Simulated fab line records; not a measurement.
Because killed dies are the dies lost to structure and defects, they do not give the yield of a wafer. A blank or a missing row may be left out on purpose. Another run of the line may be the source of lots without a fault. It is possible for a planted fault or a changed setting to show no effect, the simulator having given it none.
Struck lot and sound lot, side by side ; flow n5-finfet ; 33 steps out of a route of 1938
Sound: wafers L129.1, L129.3, L129.4. Struck: wafer L133.1. (L133.2, L133.5 of the same lot were not struck and are left out.) The cause comes at the end.
At each step with rows: each side's tool, then ch and its chambers, then its first start. Under that, the readings that differ: sound wafers ; struck wafers ; difference of the means ; sigmas: that difference in standard deviations of wafers without a fault.
alike: readings with means less than 2 such deviations apart, plus words and numbers identical on both sides. not compared: withheld readings, readings lacking a value on some wafer, bounds such as >300 that could conceal the same value, and numbers that have no deviation in the record and whose values overlap.
Wherever a step has rows on one side only, a row that says differs or no value, or a row with sigmas, the two part there. Non-overlapping numbers with no deviation appear without sigmas and do not part them. Lack of a reading on every wafer of one side parts them only where that side has two or more wafers.

first, 8 steps without rows for these wafers: N5_BEOL_M10_ECD_50 (material Cu, target thk 318 nm); N5_BEOL_M10_ANNEAL_51 (time 90 s); N5_BEOL_M10_CMP_52 (polishes, stops on SiCOH lowk, t overpolish 7 s, target thk 140 nm); N5_BEOL_M10_PRE_CLEAN_55 (time 15 s); N5_BEOL_M10_DEP_56 (deposits SiCN from 3MS/NH3, target thk 15 nm, time 26.5 s); N5_BEOL_M11_ILD_DEP_00 (deposits SiCOH lowk from DEMS/porogen, target thk 308.51 nm, time 58 s); N5_BEOL_M11_CURE_71 (cures SiCOH lowk, time 240 s); N5_BEOL_M11_PECVD_70 (deposits SiO2 from TEOS/O2, target thk 20 nm, time 22.7 s).
N5_BEOL_M11_HM_DEP_02: deposits TiN, target thk 20 nm.
  struck on pvd-sputter-03, day 12 01:42; sound on pvd-sputter-03, day 10 13:43
reading;sound;struck;difference;sigmas
model.TiN_of_BEOL_M11_HM_DEP_02.thk-nm (nm);19.6 19.8 19.6;14.6;-5.1;
  alike: throttle-valve-pct
then, 13 steps without rows for these wafers: N5_BEOL_M11_COAT_59 (time 60 s, resist thk 100 nm); N5_BEOL_M11_COAT_60 (time 60 s, resist thk 30 nm); N5_BEOL_M11_COAT_05 (resist thk 90 nm); N5_BEOL_M11_EBR_07; N5_BEOL_M11_SOFTBAKE_06 (time 60 s); N5_BEOL_M11_EXPOSE_08 (exposes mask M11); N5_BEOL_M11_PEB_09 (peb time 60 s); N5_BEOL_M11_DEVELOP_10 (develop time 30 s); N5_BEOL_M11_DESCUM_16 (chemistry O2, time 7.9 s); N5_BEOL_M11_ETCH_61 (etches SiARC in CF4, target depth 39 nm, time 65 s); N5_BEOL_M11_ETCH_62 (etches SOC in N2/H2, target depth 110 nm, overetch 22 nm, time 165 s); N5_BEOL_M11_STRIP_68 (strips in N2/H2); N5_BEOL_M11_STRIP_67 (strips in CF4).
N5_BEOL_M11_HM_OPEN_17: chemistry Cl2/BCl3, target TiN, target depth 20 nm, overetch 6 nm.
  sound on rie-metal-03 ch 0,1, day 10 14:34; struck on rie-metal-02 ch 0, day 12 02:35
reading;sound;struck;difference;sigmas
drypump-motor-current-A (A);5.5 5.5 5.5;6.4;+0.9;+2
model.etch.depth-nm (nm);19.67 19.78 19.55;14.59;-5.08;
  alike: oes-product-au, throttle-valve-pct
  not compared: rf-hours-counter-h
then, 9 steps without rows for these wafers: N5_BEOL_M11_STRIP_19 (strips in O2); N5_BEOL_M11_COAT_63 (time 60 s, resist thk 100 nm); N5_BEOL_M11_COAT_64 (time 60 s, resist thk 30 nm); N5_BEOL_M11_COAT_22 (resist thk 90 nm); N5_BEOL_M11_EBR_24; N5_BEOL_M11_SOFTBAKE_23 (time 60 s); N5_BEOL_M11_EXPOSE_25 (exposes mask V10); N5_BEOL_M11_PEB_26 (peb time 60 s); N5_BEOL_M11_DEVELOP_27 (develop time 30 s).
N5_BEOL_M11_TRENCH_ETCH_37: etches SiCOH lowk in C4F6/O2, target depth 148.83 nm, time 48 s.
  sound: rie-diel-01 ch 0,2,3; struck: rie-diel-01 ch 0
reading;sound;struck;difference;sigmas
model.TiN_of_BEOL_M11_HM_DEP_02.thk-nm (nm);15.6 15.8 15.6;10.6;-5.1;
  alike: drypump-motor-current-A, oes-product-au, rf-vpp-V, showerhead-plenum-p-Torr, throttle-valve-pct
  not compared: rf-hours-counter-h

## WHERE THEY PART
Only at N5_BEOL_M11_HM_OPEN_17, within this record. Later steps at which nothing parts them and some readings are alike: N5_BEOL_M11_TRENCH_ETCH_37.

WHY: the cause the simulator had injected
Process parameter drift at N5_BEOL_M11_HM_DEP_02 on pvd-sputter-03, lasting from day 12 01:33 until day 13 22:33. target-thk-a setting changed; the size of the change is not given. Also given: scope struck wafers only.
